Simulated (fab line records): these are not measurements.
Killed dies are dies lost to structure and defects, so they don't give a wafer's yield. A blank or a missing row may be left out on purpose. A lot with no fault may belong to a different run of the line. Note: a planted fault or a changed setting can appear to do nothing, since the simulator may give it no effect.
Matching of chambers || flow n5 finfet || ald sin-03 running N5_BEOL_M2_ALD_98: 4 sister chambers
The step deposits SiO2, target thk 2.5 nm, pulse time 1 s, co reactant pulse time 1 s. 18 wafers are shown with their chamber, then 9 later ones without.

WAFERS PAIRED WITH THEIR CHAMBERS
{"wafer": "L076.1", "chamber": 2, "heater power w (W)": 64, "susceptor temp C (C)": 99.95, "precursor pulse height rel": 0.986}
{"wafer": "L076.3", "chamber": 1, "heater power w (W)": 83, "susceptor temp C (C)": 99.84, "precursor pulse height rel": 1.018}
{"wafer": "L076.6", "chamber": 3, "heater power w (W)": 77, "susceptor temp C (C)": 100.00, "precursor pulse height rel": 0.972}
{"wafer": "L077.1", "chamber": 3, "heater power w (W)": 76, "susceptor temp C (C)": 99.95, "precursor pulse height rel": 1.037}
{"wafer": "L077.3", "chamber": 0, "heater power w (W)": 70, "susceptor temp C (C)": 99.88, "precursor pulse height rel": 1.026}
{"wafer": "L077.6", "chamber": 3, "heater power w (W)": 76, "susceptor temp C (C)": 99.99, "precursor pulse height rel": 0.996}
{"wafer": "L078.2", "chamber": 1, "heater power w (W)": 83, "susceptor temp C (C)": 99.98, "precursor pulse height rel": 0.998}
{"wafer": "L078.4", "chamber": 3, "heater power w (W)": 76, "susceptor temp C (C)": 99.88, "precursor pulse height rel": 1.025}
{"wafer": "L078.5", "chamber": 3, "heater power w (W)": 75, "susceptor temp C (C)": 100.00, "precursor pulse height rel": 0.997}
{"wafer": "L082.1", "chamber": 2, "heater power w (W)": 67, "susceptor temp C (C)": 100.07, "precursor pulse height rel": 0.988}
{"wafer": "L082.3", "chamber": 1, "heater power w (W)": 85, "susceptor temp C (C)": 99.87, "precursor pulse height rel": 1.004}
{"wafer": "L082.5", "chamber": 0, "heater power w (W)": 74, "susceptor temp C (C)": 99.87, "precursor pulse height rel": 0.971}
{"wafer": "L091.3", "chamber": 0, "heater power w (W)": 77, "susceptor temp C (C)": 100.19, "precursor pulse height rel": 0.991}
{"wafer": "L091.4", "chamber": 2, "heater power w (W)": 67, "susceptor temp C (C)": 100.23, "precursor pulse height rel": 1.012}
{"wafer": "L091.6", "chamber": 3, "heater power w (W)": 78, "susceptor temp C (C)": 100.07, "precursor pulse height rel": 1.036}
{"wafer": "L093.3", "chamber": 2, "heater power w (W)": 66, "susceptor temp C (C)": 100.01, "precursor pulse height rel": 1.002}
{"wafer": "L093.4", "chamber": 1, "heater power w (W)": 83, "susceptor temp C (C)": 99.95, "precursor pulse height rel": 0.989}
{"wafer": "L093.6", "chamber": 0, "heater power w (W)": 79, "susceptor temp C (C)": 100.04, "precursor pulse height rel": 1.032}

SIGNATURES, as means of the wafers listed above
{"reading": "heater power w", "chamber 0": 75.00, "chamber 1": 83.50, "chamber 2": 66.00, "chamber 3": 76.33, "scatter within a chamber": 2.08}
{"reading": "susceptor temp C", "chamber 0": 99.9950, "chamber 1": 99.9100, "chamber 2": 100.0650, "chamber 3": 99.9817, "scatter within a chamber": 0.102}
{"reading": "precursor pulse height rel", "chamber 0": 1.00500, "chamber 1": 1.00225, "chamber 2": 0.99700, "chamber 3": 1.01050, "scatter within a chamber": 0.0221}
Rule: a wafer lies at a distance from a chamber equal to the root of the sum of squares, over the readings, of (its reading less the chamber's mean, divided by the reading's scatter). If the next closest chamber is less than 2 further off than the closest, the wafer can't be placed; otherwise it belongs to the closest. How the scatter is found: for the shown wafers, subtract from each reading the mean of its chamber, square and add these, divide the total by (wafers less chambers), then take the root.

WAFERS WHOSE CHAMBER IS MISSING
{"wafer": "L094.1", "heater power w (W)": 67, "susceptor temp C (C)": 100.14, "precursor pulse height rel": 1.006}
{"wafer": "L094.5", "heater power w (W)": 76, "susceptor temp C (C)": 100.15, "precursor pulse height rel": 1.010}
{"wafer": "L094.6", "heater power w (W)": 75, "susceptor temp C (C)": 99.82, "precursor pulse height rel": 1.007}
{"wafer": "L095.2", "heater power w (W)": 67, "susceptor temp C (C)": 99.88, "precursor pulse height rel": 1.013}
{"wafer": "L095.4", "heater power w (W)": 78, "susceptor temp C (C)": 99.98, "precursor pulse height rel": 1.011}
{"wafer": "L095.6", "heater power w (W)": 68, "susceptor temp C (C)": 99.98, "precursor pulse height rel": 1.021}
{"wafer": "L096.1", "heater power w (W)": 83, "susceptor temp C (C)": 99.86, "precursor pulse height rel": 0.984}
{"wafer": "L096.5", "heater power w (W)": 76, "susceptor temp C (C)": 99.88, "precursor pulse height rel": 0.992}
{"wafer": "L096.6", "heater power w (W)": 75, "susceptor temp C (C)": 100.06, "precursor pulse height rel": 0.975}

CHAMBER TAKEN BY EACH
{"wafer": "L094.1", "from the rows above": 2, "in truth": 2}
{"wafer": "L094.5", "from the rows above": "can't be placed: 0 or 3", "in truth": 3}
{"wafer": "L094.6", "from the rows above": "can't be placed: 3 or 0", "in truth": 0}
{"wafer": "L095.2", "from the rows above": 2, "in truth": 2}
{"wafer": "L095.4", "from the rows above": "can't be placed: 3 or 0 or 1", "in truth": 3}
{"wafer": "L095.6", "from the rows above": "can't be placed: 2 or 0", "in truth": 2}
{"wafer": "L096.1", "from the rows above": 1, "in truth": 1}
{"wafer": "L096.5", "from the rows above": "can't be placed: 3 or 0", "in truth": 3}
{"wafer": "L096.6", "from the rows above": "can't be placed: 0 or 3", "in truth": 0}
Correctly placed: 3 of 9. From these rows, 6 cannot be placed; in 6 the true chamber is one of the candidates. Wrongly placed: 0.
